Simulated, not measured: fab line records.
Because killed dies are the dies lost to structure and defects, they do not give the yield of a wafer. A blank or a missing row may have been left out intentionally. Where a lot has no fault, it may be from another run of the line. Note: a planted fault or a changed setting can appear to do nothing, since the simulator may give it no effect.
Split-lot study || flow n5Finfet || on a route of 1938 steps: 7 lots, 39 wafers read

== THE SPLIT ==
At N5_DUMMY_GATE_ETCH_31 (etches SiO2 in C4F6/O2, target depth 82.5 nm, time 27.5 s), the setting targetDepthA was moved away from the recipe's 825 angstrom on 18 of the 39 wafers read, by -5.5% to +12.9%. For the rest of the wafers, this setting stayed at what the recipe calls for.

The reading is taken at the split's own step.

== THE READING ==
etch.depthNm (the simulator's own value, which no gauge read), in nm, at N5_DUMMY_GATE_ETCH_31 (etches SiO2 in C4F6/O2, target depth 82.5 nm, time 27.5 s). There is no usual value for it anywhere in the file. Across the 21 wafers here that went through the recipe, the average is 82.30 nm and the standard deviation 1.9 nm.

{"wafer": "L075.1", "tool, chamber at the split": "rieDiel-04, 1", "targetDepthA as run, angstrom": 825, "against the recipe": "recipe", "etch.depthNm, nm": 85.88, "against lot-mates on the recipe": "-"}
{"wafer": "L075.2", "tool, chamber at the split": "rieDiel-04, 0", "targetDepthA as run, angstrom": 931, "against the recipe": "+12.8%", "etch.depthNm, nm": 93.1, "against lot-mates on the recipe": "+9.16"}
{"wafer": "L075.3", "tool, chamber at the split": "rieDiel-04, 2", "targetDepthA as run, angstrom": 825, "against the recipe": "recipe", "etch.depthNm, nm": 83.68, "against lot-mates on the recipe": "-"}
{"wafer": "L075.4", "tool, chamber at the split": "rieDiel-04, 1", "targetDepthA as run, angstrom": 931, "against the recipe": "+12.8%", "etch.depthNm, nm": 96.33, "against lot-mates on the recipe": "+12.39"}
{"wafer": "L075.5", "tool, chamber at the split": "rieDiel-04, 2", "targetDepthA as run, angstrom": 931, "against the recipe": "+12.8%", "etch.depthNm, nm": 94.77, "against lot-mates on the recipe": "+10.83"}
{"wafer": "L075.6", "tool, chamber at the split": "rieDiel-04, 0", "targetDepthA as run, angstrom": 825, "against the recipe": "recipe", "etch.depthNm, nm": 82.26, "against lot-mates on the recipe": "-"}
{"wafer": "L076.1", "tool, chamber at the split": "rieDiel-01, 0", "targetDepthA as run, angstrom": 931.6, "against the recipe": "+12.9%", "etch.depthNm, nm": 91.17, "against lot-mates on the recipe": "+9.01"}
{"wafer": "L076.2", "tool, chamber at the split": "rieDiel-01, 2", "targetDepthA as run, angstrom": 825, "against the recipe": "recipe", "etch.depthNm, nm": 83.82, "against lot-mates on the recipe": "-"}
{"wafer": "L076.3", "tool, chamber at the split": "rieDiel-01, 3", "targetDepthA as run, angstrom": 931.6, "against the recipe": "+12.9%", "etch.depthNm, nm": 88.27, "against lot-mates on the recipe": "+6.11"}
{"wafer": "L076.4", "tool, chamber at the split": "rieDiel-01, 1", "targetDepthA as run, angstrom": 931.6, "against the recipe": "+12.9%", "etch.depthNm, nm": 90.37, "against lot-mates on the recipe": "+8.21"}
{"wafer": "L076.5", "tool, chamber at the split": "rieDiel-01, 0", "targetDepthA as run, angstrom": 825, "against the recipe": "recipe", "etch.depthNm, nm": 81.52, "against lot-mates on the recipe": "-"}
{"wafer": "L076.6", "tool, chamber at the split": "rieDiel-01, 1", "targetDepthA as run, angstrom": 825, "against the recipe": "recipe", "etch.depthNm, nm": 81.15, "against lot-mates on the recipe": "-"}
{"wafer": "L077.1", "tool, chamber at the split": "rieDiel-05, 1", "targetDepthA as run, angstrom": 779.8, "against the recipe": "-5.5%", "etch.depthNm, nm": 76.86, "against lot-mates on the recipe": -5.27}
{"wafer": "L077.2", "tool, chamber at the split": "rieDiel-05, 3", "targetDepthA as run, angstrom": 779.8, "against the recipe": "-5.5%", "etch.depthNm, nm": 75.16, "against lot-mates on the recipe": -6.97}
{"wafer": "L077.3", "tool, chamber at the split": "rieDiel-05, 2", "targetDepthA as run, angstrom": 825, "against the recipe": "recipe", "etch.depthNm, nm": 79.55, "against lot-mates on the recipe": "-"}
{"wafer": "L077.4", "tool, chamber at the split": "rieDiel-05, 0", "targetDepthA as run, angstrom": 825, "against the recipe": "recipe", "etch.depthNm, nm": 84.64, "against lot-mates on the recipe": "-"}
{"wafer": "L077.5", "tool, chamber at the split": "rieDiel-05, 2", "targetDepthA as run, angstrom": 779.8, "against the recipe": "-5.5%", "etch.depthNm, nm": 74.8, "against lot-mates on the recipe": -7.33}
{"wafer": "L077.6", "tool, chamber at the split": "rieDiel-05, 1", "targetDepthA as run, angstrom": 825, "against the recipe": "recipe", "etch.depthNm, nm": 82.2, "against lot-mates on the recipe": "-"}
{"wafer": "L078.2", "tool, chamber at the split": "rieDiel-05, 2", "targetDepthA as run, angstrom": 825, "against the recipe": "recipe", "etch.depthNm, nm": 79.48, "against lot-mates on the recipe": "-"}
{"wafer": "L078.3", "tool, chamber at the split": "rieDiel-05, 3", "targetDepthA as run, angstrom": 825, "against the recipe": "recipe", "etch.depthNm, nm": 80.27, "against lot-mates on the recipe": "-"}
{"wafer": "L078.5", "tool, chamber at the split": "rieDiel-05, 3", "targetDepthA as run, angstrom": 825, "against the recipe": "recipe", "etch.depthNm, nm": 80.29, "against lot-mates on the recipe": "-"}
{"wafer": "L082.1", "tool, chamber at the split": "rieDiel-04, 0", "targetDepthA as run, angstrom": 825, "against the recipe": "recipe", "etch.depthNm, nm": 80.29, "against lot-mates on the recipe": "-"}
{"wafer": "L082.2", "tool, chamber at the split": "rieDiel-04, 3", "targetDepthA as run, angstrom": 825, "against the recipe": "recipe", "etch.depthNm, nm": 83.82, "against lot-mates on the recipe": "-"}
{"wafer": "L082.3", "tool, chamber at the split": "rieDiel-04, 2", "targetDepthA as run, angstrom": 903.3, "against the recipe": "+9.5%", "etch.depthNm, nm": 90.89, "against lot-mates on the recipe": "+8.28"}
{"wafer": "L082.4", "tool, chamber at the split": "rieDiel-04, 1", "targetDepthA as run, angstrom": 903.3, "against the recipe": "+9.5%", "etch.depthNm, nm": 92.12, "against lot-mates on the recipe": "+9.51"}
{"wafer": "L082.5", "tool, chamber at the split": "rieDiel-04, 3", "targetDepthA as run, angstrom": 825, "against the recipe": "recipe", "etch.depthNm, nm": 83.72, "against lot-mates on the recipe": "-"}
{"wafer": "L082.6", "tool, chamber at the split": "rieDiel-04, 0", "targetDepthA as run, angstrom": 903.3, "against the recipe": "+9.5%", "etch.depthNm, nm": 88.44, "against lot-mates on the recipe": "+5.83"}
{"wafer": "L088.1", "tool, chamber at the split": "rieDiel-05, 0", "targetDepthA as run, angstrom": 796.6, "against the recipe": "-3.4%", "etch.depthNm, nm": 82.03, "against lot-mates on the recipe": "+0.52"}
{"wafer": "L088.2", "tool, chamber at the split": "rieDiel-05, 2", "targetDepthA as run, angstrom": 796.6, "against the recipe": "-3.4%", "etch.depthNm, nm": 79.43, "against lot-mates on the recipe": -2.08}
{"wafer": "L088.3", "tool, chamber at the split": "rieDiel-05, 1", "targetDepthA as run, angstrom": 825, "against the recipe": "recipe", "etch.depthNm, nm": 81.24, "against lot-mates on the recipe": "-"}
{"wafer": "L088.4", "tool, chamber at the split": "rieDiel-05, 3", "targetDepthA as run, angstrom": 825, "against the recipe": "recipe", "etch.depthNm, nm": 81.71, "against lot-mates on the recipe": "-"}
{"wafer": "L088.5", "tool, chamber at the split": "rieDiel-05, 0", "targetDepthA as run, angstrom": 796.6, "against the recipe": "-3.4%", "etch.depthNm, nm": 81.53, "against lot-mates on the recipe": "+0.02"}
{"wafer": "L088.6", "tool, chamber at the split": "rieDiel-05, 3", "targetDepthA as run, angstrom": 825, "against the recipe": "recipe", "etch.depthNm, nm": 81.58, "against lot-mates on the recipe": "-"}
{"wafer": "L090.1", "tool, chamber at the split": "rieDiel-04, 1", "targetDepthA as run, angstrom": 825, "against the recipe": "recipe", "etch.depthNm, nm": 84.42, "against lot-mates on the recipe": "-"}
{"wafer": "L090.2", "tool, chamber at the split": "rieDiel-04, 0", "targetDepthA as run, angstrom": 825, "against the recipe": "recipe", "etch.depthNm, nm": 81.26, "against lot-mates on the recipe": "-"}
{"wafer": "L090.3", "tool, chamber at the split": "rieDiel-04, 3", "targetDepthA as run, angstrom": 901.2, "against the recipe": "+9.2%", "etch.depthNm, nm": 92.65, "against lot-mates on the recipe": "+8.90"}
{"wafer": "L090.4", "tool, chamber at the split": "rieDiel-04, 0", "targetDepthA as run, angstrom": 901.2, "against the recipe": "+9.2%", "etch.depthNm, nm": 89.95, "against lot-mates on the recipe": "+6.20"}
{"wafer": "L090.5", "tool, chamber at the split": "rieDiel-04, 1", "targetDepthA as run, angstrom": 901.2, "against the recipe": "+9.2%", "etch.depthNm, nm": 92.03, "against lot-mates on the recipe": "+8.28"}
{"wafer": "L090.6", "tool, chamber at the split": "rieDiel-04, 3", "targetDepthA as run, angstrom": 825, "against the recipe": "recipe", "etch.depthNm, nm": 85.56, "against lot-mates on the recipe": "-"}

FIT RESULTS
A straight line over all 39 wafers: etch.depthNm changes by +0.845 nm for each +1% of targetDepthA; r = +0.92; the points scatter about the line by 2.1 nm.
The same after taking each lot's own level away (the mean of its wafers on the recipe; 39 wafers): +0.772 nm for each +1%; r = +0.93; scatter 1.8 nm.
On that fit, the largest move of targetDepthA shifts the reading by 10 nm.
The span of the lots' own levels, 80.013 to 83.940 nm, comes to 2.1 times the standard deviation stated above.
The two slopes are in agreement: the lot-to-lot level therefore moves the slope only a little.
Check: for one of the wafers moved furthest among these (+12.9%), held out of the fit, the line's prediction against its lot-mates is +10.1 nm. It came out at +9.01 nm against them.

== THE FILE'S OWN FIT ==
etch.depthNm changes by +0.771 nm for each +1% of targetDepthA, r = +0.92.
